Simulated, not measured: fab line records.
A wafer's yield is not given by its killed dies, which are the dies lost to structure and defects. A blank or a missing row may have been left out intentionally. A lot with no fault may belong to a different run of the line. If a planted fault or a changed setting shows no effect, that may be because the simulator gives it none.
Matching of chambers / flow n5 finfet / N5_BEOL_M6_ETCH_65 on rie diel-03 has 4 sister chambers
The step etches SiARC in CF4, target depth 15.6 nm, time 26 s. 4 wafers are shown with their chamber, then 8 later ones without.

WAFERS, EACH WITH ITS CHAMBER
wafer=L079.3; chamber=2; showerhead plenum p Torr (Torr)=2.03
wafer=L079.4; chamber=0; showerhead plenum p Torr (Torr)=2.20
wafer=L079.6; chamber=1; showerhead plenum p Torr (Torr)=2.16
wafer=L081.1; chamber=3; showerhead plenum p Torr (Torr)=2.10

WAFERS MISSING THEIR CHAMBER
wafer=L081.3; showerhead plenum p Torr (Torr)=2.20
wafer=L081.5; showerhead plenum p Torr (Torr)=2.20
wafer=L085.3; showerhead plenum p Torr (Torr)=2.20
wafer=L085.4; showerhead plenum p Torr (Torr)=2.28
wafer=L085.6; showerhead plenum p Torr (Torr)=2.15
wafer=L090.2; showerhead plenum p Torr (Torr)=2.20
wafer=L090.4; showerhead plenum p Torr (Torr)=2.15
wafer=L090.6; showerhead plenum p Torr (Torr)=2.20

WHICH CHAMBER EACH ONE RAN IN
wafer=L081.3; from the rows above=can't be placed: 0 or 1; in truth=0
wafer=L081.5; from the rows above=can't be placed: 0 or 1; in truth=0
wafer=L085.3; from the rows above=can't be placed: 0 or 1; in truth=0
wafer=L085.4; from the rows above=can't be placed: 0 or 1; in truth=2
wafer=L085.6; from the rows above=can't be placed: 1 or 3 or 0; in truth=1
wafer=L090.2; from the rows above=can't be placed: 0 or 1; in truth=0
wafer=L090.4; from the rows above=can't be placed: 1 or 3 or 0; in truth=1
wafer=L090.6; from the rows above=can't be placed: 0 or 1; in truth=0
Placed correctly: 0 of 8. Not placeable from these rows: 8 (in 7, the candidates include the true chamber). Placed wrongly: 0.
How it was worked out, from the rows above alone: a wafer's distance from a chamber is the root of the sum, over the readings, of the square of ((its reading less the chamber's mean) divided by the reading's scatter). The wafer belongs to the nearest chamber; if the next one is less than 2 further off, it can't be placed. Each chamber's mean is taken over the wafers shown for it. The scatter (one wafer shown for each chamber): square how far every hidden wafer sits from the nearest shown wafer, average those squares and take the square root.
